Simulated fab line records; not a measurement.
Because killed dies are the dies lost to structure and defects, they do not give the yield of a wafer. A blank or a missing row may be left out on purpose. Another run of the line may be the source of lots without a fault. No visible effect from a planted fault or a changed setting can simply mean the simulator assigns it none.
Which tool was responsible? ; flow nand-harc ; 12 lots, 36 wafers sampled, at 5 steps of a route of 1302

== WHAT EACH GAUGE READ, for each wafer ==
NHARC_END_SORT_01. Usual: killed-at-array 57, standard deviation 18; killed-at-other 0.8, standard deviation 1; killed-at-periphery 3.9, standard deviation 2.8; killed-dies 62, standard deviation 18; killed-open 3.4, standard deviation 1.8; killed-short 2.2, standard deviation 1.6.
lot;measured;on;killed-at-array;killed-at-other;killed-at-periphery;killed-dies;killed-open;killed-short;flag
L509;day 32 04:54;prober-02;669 672 670;2 0 0;6 5 7;677 677 677;0 1 5;2 0 6;OFF
L510;day 32 04:56;prober-01;668 676 673;0 0 2;9 1 2;677 677 677;0 2 5;1 4 4;OFF

== WHAT TOOL EACH LOT RAN ON (gives the tool, then ch and the chambers of the sampled wafers, and finally the start) ==
lot;NHARC_A_CHANNEL_HOLE_D2_ETCH_26;NHARC_A_CHANNEL_HOLE_D2_XSEM_32;NHARC_A_CHANNEL_FILL_D2_ALD_03;NHARC_A_CHANNEL_FILL_D2_ETCHBACK_20
L493;har-etch-02 ch 0,1, day 13 23:10;xsem-02 ch 0, day 14 01:02;ald-sin-batch-03 ch 0, day 14 06:23;rie-diel-04 ch 0,3, day 15 03:04
L494;har-etch-02 ch 0,1, day 14 07:32;xsem-02 ch 0, day 14 09:22;ald-sin-batch-03 ch 0, day 14 13:07;rie-diel-04 ch 0,1,2, day 15 11:50
L495;har-etch-01 ch 0,1, day 14 09:10;xsem-01 ch 0, day 14 10:57;ald-sin-batch-03 ch 0, day 14 13:07;rie-diel-03 ch 0,1,2, day 15 11:53
L497;har-etch-01 ch 0,1, day 15 10:49;xsem-02 ch 0, day 15 12:37;ald-sin-batch-01 ch 0, day 15 16:22;rie-diel-04 ch 0,2, day 16 14:56
L496;har-etch-02 ch 0,1, day 15 11:44;xsem-01 ch 0, day 15 13:30;ald-sin-batch-01 ch 0, day 15 16:22;rie-diel-03 ch 0,1,3, day 16 14:58
L502;har-etch-01 ch 0,1, day 17 21:50;xsem-02 ch 0, day 17 23:40;ald-sin-batch-03 ch 0, day 18 03:23;rie-diel-04 ch 1,3, day 19 00:41
L503;har-etch-02 ch 0,1, day 18 00:56;xsem-01 ch 0, day 18 02:46;ald-sin-batch-01 ch 0, day 18 06:31;rie-diel-13 ch 1,2,3, day 19 00:40
L509;har-etch-02 ch 0,1, day 21 02:27;xsem-02 ch 0, day 21 04:17;ald-sin-batch-01, day 21 08:01;rie-diel-04 ch 1,2,3, day 22 04:42
L510;har-etch-01 ch 0,1, day 21 06:02;xsem-01 ch 0, day 21 07:51;ald-sin-batch-03, day 21 11:35;rie-diel-13 ch 0,1,3, day 22 12:16
L513;har-etch-02 ch 0,1, day 22 15:24;xsem-02 ch 0, day 22 17:10;ald-sin-batch-02 ch 0, day 22 22:49;rie-diel-13 ch 0,3, day 23 21:42
L515;har-etch-01 ch 0,1, day 22 16:46;xsem-01 ch 0, day 22 18:34;ald-sin-batch-02 ch 0, day 22 22:49;rie-diel-04 ch 0,2, day 23 21:43
L514;har-etch-01 ch 0,1, day 22 20:53;xsem-01 ch 0, day 22 22:48;ald-sin-batch-02 ch 0, day 23 02:32;rie-diel-04 ch 0,1,2, day 24 01:33
- NHARC_A_CHANNEL_HOLE_D2_ETCH_26: etches the open film in C4F8/O2/Ar, time 224.1 s, target depth 300 nm.
- NHARC_A_CHANNEL_HOLE_D2_XSEM_32
- NHARC_A_CHANNEL_FILL_D2_ALD_03: deposits SiNx, target thk 6 nm, pulse time 60 s, ald cycles 58.
- NHARC_A_CHANNEL_FILL_D2_ETCHBACK_20: etches the open film in C4F8/O2/Ar, target depth 27 nm, time 13.5 s.

== AS READ BY THE TOOLS THEMSELVES (means over the sampled wafers that have a number; for cases with no such wafer, the mark the record gives instead) ==
NHARC_A_CHANNEL_HOLE_D2_ETCH_26. Usual: drypump-motor-current-A 5.74 A, standard deviation 0.15; showerhead-plenum-p-Torr 3.69 Torr, standard deviation 0.16; throttle-valve-pct 24.583 %, standard deviation 0.0086.
lot;tool;drypump-motor-current-A (A);showerhead-plenum-p-Torr (Torr);throttle-valve-pct (%);flag
L493;har-etch-02;5.86;3.60;24.576;
L494;har-etch-02;5.84;3.60;24.580;
L495;har-etch-01;5.58;3.59;24.587;
L497;har-etch-01;5.60;3.58;24.577;
L496;har-etch-02;5.90;3.66;24.580;
L502;har-etch-01;5.59;3.56;24.591;
L503;har-etch-02;5.90;3.82;24.592;
L509;har-etch-02;5.90;3.80;24.579;
L510;har-etch-01;5.59;3.58;24.577;
L513;har-etch-02;5.84;3.87;24.587;
L515;har-etch-01;5.59;3.52;24.580;
L514;har-etch-01;5.59;3.52;24.584;

NHARC_A_CHANNEL_HOLE_D2_XSEM_32. Usual: bot-cd-nm 74.5 nm, standard deviation 1.1; bow-nm 8.7 nm, standard deviation 0.44; tilt-deg 0.08 degrees, standard deviation 0.041.
lot;tool;bot-cd-nm (nm);bow-nm (nm);tilt-deg (degrees);flag
L493;xsem-02;75.7;8.5;0.06;
L494;xsem-02;74.9;9.0;0.09;
L495;xsem-01;74.6;8.2;0.14;
L497;xsem-02;73.3;8.8;0.00;
L496;xsem-01;74.9;9.3;0.06;
L502;xsem-02;73.8;8.6;0.10;
L503;xsem-01;75.1;8.6;0.07;
L509;xsem-02;74.2;8.6;0.12;
L510;xsem-01;74.8;8.5;0.11;
L513;xsem-02;74.6;8.8;0.12;
L515;xsem-01;75.5;8.4;0.06;
L514;xsem-01;75.4;8.8;0.11;

NHARC_A_CHANNEL_FILL_D2_ALD_03. Usual: chamber-pressure-Torr 2.001 Torr, standard deviation 0.0039; precursor-pulse-height-rel 1.000, standard deviation 0.02.
lot;tool;chamber-pressure-Torr (Torr);precursor-pulse-height-rel;flag
L493;ald-sin-batch-03;1.999;0.989;
L494;ald-sin-batch-03;2.002;1.014;
L495;ald-sin-batch-03;2.003;1.010;
L497;ald-sin-batch-01;2.003;1.003;
L496;ald-sin-batch-01;2.002;0.991;
L502;ald-sin-batch-03;2.007;1.005;
L503;ald-sin-batch-01;2.001;0.993;
L509;ald-sin-batch-01;-;-;OFF
L510;ald-sin-batch-03;-;-;OFF
L513;ald-sin-batch-02;2.002;1.002;
L515;ald-sin-batch-02;2.001;1.008;
L514;ald-sin-batch-02;2.006;0.998;

NHARC_A_CHANNEL_FILL_D2_ETCHBACK_20. Usual: oes-product-au 0.994 a.u., standard deviation 0.015; rf-vpp-V 977 V, standard deviation 5.9.
lot;tool;oes-product-au (a.u.);rf-vpp-V (V);flag
L493;rie-diel-04;1.002;982;
L494;rie-diel-04;1.000;974;
L495;rie-diel-03;1.006;976;
L497;rie-diel-04;1.003;972;
L496;rie-diel-03;0.993;976;
L502;rie-diel-04;0.994;979;
L503;rie-diel-13;0.994;978;
L509;rie-diel-04;0.993;979;
L510;rie-diel-13;0.996;979;
L513;rie-diel-13;1.016;974;
L515;rie-diel-04;0.994;974;
L514;rie-diel-04;0.997;974;

== THE ANSWER, worked out from the rows above alone ==
Rule: lot off if the mean of its wafers having a number is beyond 3 standard deviations from the usual mean. A lot without any number at a reading at which 4 lots or more have one is off too. Any other lot the step has rows for is counted as sound. First the gauges in route order, then the tools' own readings, where a lot's mean is used as printed above. At the first step where some lot is off, the reading lying furthest off is the one used; lots without a number count as furthest.
Off, at NHARC_END_SORT_01 on killed-at-array: L509, L510. Neither off nor sound, because the step has no rows for them: L493, L494, L495, L497, L496, L502, L503, L513, L515, L514.
A tool fits if, at a process step before that reading, it ran every lot that is off, and no sound lot after the first of them. Not tried: the gauges at NHARC_END_SORT_01; whatever is off there is also off at NHARC_A_CHANNEL_FILL_D2_ALD_03, on other tools, and gauge error can't account for it. No candidate that was tried fits.

== WHAT WAS PUT IN BY THE SIMULATOR ==
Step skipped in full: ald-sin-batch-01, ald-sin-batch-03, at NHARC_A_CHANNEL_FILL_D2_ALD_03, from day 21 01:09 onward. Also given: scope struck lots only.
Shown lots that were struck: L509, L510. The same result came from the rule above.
